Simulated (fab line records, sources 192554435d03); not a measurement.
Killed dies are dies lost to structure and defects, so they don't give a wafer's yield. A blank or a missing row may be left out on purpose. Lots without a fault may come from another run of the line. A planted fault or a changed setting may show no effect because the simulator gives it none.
Chamber matching | flow n5_finfet | N5_BEOL_M3_ETCH_69 on rie_diel-05: 4 sister chambers
The step etches SiARC in CF4, target depth 15.6 nm, time 26 s. 20 wafers are shown with their chamber, then 10 later ones without.

WAFERS WITH THEIR CHAMBER
wafer  | chamber | showerhead_plenum_p_Torr (Torr) | throttle_valve_pct (%) | etch_rf_on_time_s (s)
L075.3 | 1       | 2.11                            | 15.90                  | 26.4
L075.4 | 3       | 2.07                            | 15.63                  | 25.6
L075.5 | 2       | 2.05                            | 15.72                  | 26.5
L080.1 | 0       | 2.10                            | 15.38                  | 25.3
L080.3 | 1       | 2.10                            | 15.90                  | 26.6
L080.6 | 0       | 2.10                            | 15.39                  | 25.3
L081.1 | 2       | 2.05                            | 15.73                  | 26.5
L081.4 | 2       | 2.05                            | 15.74                  | 26.7
L081.6 | 3       | 2.06                            | 15.66                  | 25.9
L082.1 | 0       | 2.09                            | 15.38                  | 25.2
L082.4 | 2       | 2.05                            | 15.74                  | 26.3
L082.6 | 0       | 2.09                            | 15.38                  | 25.7
L083.1 | 0       | 2.09                            | 15.39                  | 25.5
L083.2 | 3       | 2.06                            | 15.66                  | 25.8
L083.4 | 0       | 2.09                            | 15.39                  | 25.3
L084.3 | 3       | 2.06                            | 15.67                  | 25.4
L084.5 | 2       | 2.05                            | 15.74                  | 26.4
L084.6 | 3       | 2.06                            | 15.67                  | 25.5
L086.1 | 1       | 2.10                            | 15.44                  | 25.6
L086.2 | 0       | 2.09                            | 15.41                  | 25.2

SIGNATURES (means of the wafers above)
reading                  | chamber 0 | chamber 1 | chamber 2 | chamber 3 | scatter within a chamber
showerhead_plenum_p_Torr | 2.0929    | 2.1033    | 2.0500    | 2.0620    | 0.00425
throttle_valve_pct       | 15.3886   | 15.7467   | 15.7340   | 15.6580   | 0.0946
etch_rf_on_time_s        | 25.357    | 26.200    | 26.480    | 25.640    | 0.252
Rule: a wafer's distance from a chamber is the root of the sum, over the readings, of the square of ((its reading less the chamber's mean) divided by the reading's scatter). The wafer belongs to the nearest chamber; if the next one is less than 2 further off, it can't be placed. The scatter: the root of (the sum of the squares of (reading less its chamber's mean) over the shown wafers, divided by (wafers less chambers)).

WAFERS WITHOUT THEIR CHAMBER
wafer  | showerhead_plenum_p_Torr (Torr) | throttle_valve_pct (%) | etch_rf_on_time_s (s)
L086.4 | 2.04                            | 15.75                  | 26.3
L090.1 | 2.04                            | 15.78                  | 26.8
L090.3 | 2.06                            | 15.69                  | 26.2
L090.6 | 2.09                            | 15.42                  | 25.8
L091.4 | 2.09                            | 15.41                  | 25.3
L091.5 | 2.10                            | 15.45                  | 25.4
L091.6 | 2.09                            | 15.43                  | 25.3
L092.1 | 2.09                            | 15.43                  | 25.1
L092.4 | 2.05                            | 15.70                  | 25.4
L092.6 | 2.09                            | 15.43                  | 24.9

WHICH CHAMBER EACH WENT THROUGH
wafer  | from the rows above     | in truth
L086.4 | 2                       | 2
L090.1 | 2                       | 2
L090.3 | can't be placed: 3 or 2 | 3
L090.6 | 0                       | 0
L091.4 | 0                       | 0
L091.5 | 0                       | 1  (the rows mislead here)
L091.6 | 0                       | 0
L092.1 | 0                       | 0
L092.4 | can't be placed: 3 or 2 | 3
L092.6 | 0                       | 0
Placed correctly: 7 of 10. Can't be placed from these rows: 2 (the true chamber is among the candidates in 2). Placed wrongly: 1.
